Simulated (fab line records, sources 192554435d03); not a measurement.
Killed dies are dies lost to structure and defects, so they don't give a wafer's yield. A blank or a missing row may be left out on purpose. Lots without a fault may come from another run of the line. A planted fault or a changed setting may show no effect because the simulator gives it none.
Chamber matching | flow n5_finfet | N5_HKMG_FIN_ALD_79 on ald_metal-01: 4 sister chambers
The step deposits TiN, target thk 1.5 nm, pulse time 1 s, purge time 3 s. 8 wafers are shown with their chamber, then 11 later ones without.

WAFERS WITH THEIR CHAMBER
wafer  | chamber | heater_power_w (W) | precursor_pulse_height_rel
L092.2 | 1       | 920                | 1.010
L092.3 | 3       | 812                | 1.015
L092.4 | 0       | 902                | 0.982
L092.5 | 1       | 906                | 1.046
L093.4 | 2       | 1003               | 0.969
L093.5 | 2       | 1003               | 1.033
L093.6 | 3       | 810                | 1.017
L094.1 | 0       | 895                | 1.007

WAFERS WITHOUT THEIR CHAMBER
wafer  | heater_power_w (W) | precursor_pulse_height_rel
L094.2 | 799                | 1.010
L094.3 | 916                | 0.986
L094.4 | 1010               | 1.024
L094.5 | 1008               | 0.993
L094.6 | 931                | 1.001
L097.1 | 800                | 0.969
L097.2 | 909                | 0.987
L097.3 | 987                | 1.010
L097.4 | 917                | 0.988
L097.5 | 981                | 0.972
L097.6 | 916                | 0.991

WHICH CHAMBER EACH WENT THROUGH
wafer  | from the rows above     | in truth
L094.2 | 3                       | 3
L094.3 | can't be placed: 1 or 0 | 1
L094.4 | 2                       | 2
L094.5 | 2                       | 2
L094.6 | 1                       | 1
L097.1 | 3                       | 3
L097.2 | can't be placed: 1 or 0 | 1
L097.3 | 2                       | 2
L097.4 | can't be placed: 1 or 0 | 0
L097.5 | 2                       | 2
L097.6 | can't be placed: 1 or 0 | 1
Placed correctly: 7 of 11. Can't be placed from these rows: 4 (the true chamber is among the candidates in 4). Placed wrongly: 0.
How it was worked out, from the rows above alone: a wafer's distance from a chamber is the root of the sum, over the readings, of the square of ((its reading less the chamber's mean) divided by the reading's scatter). The wafer belongs to the nearest chamber; if the next one is less than 2 further off, it can't be placed. A chamber's mean is the mean of its shown wafers. The scatter: the root of (the sum of the squares of (reading less its chamber's mean) over the shown wafers, divided by (wafers less chambers)).
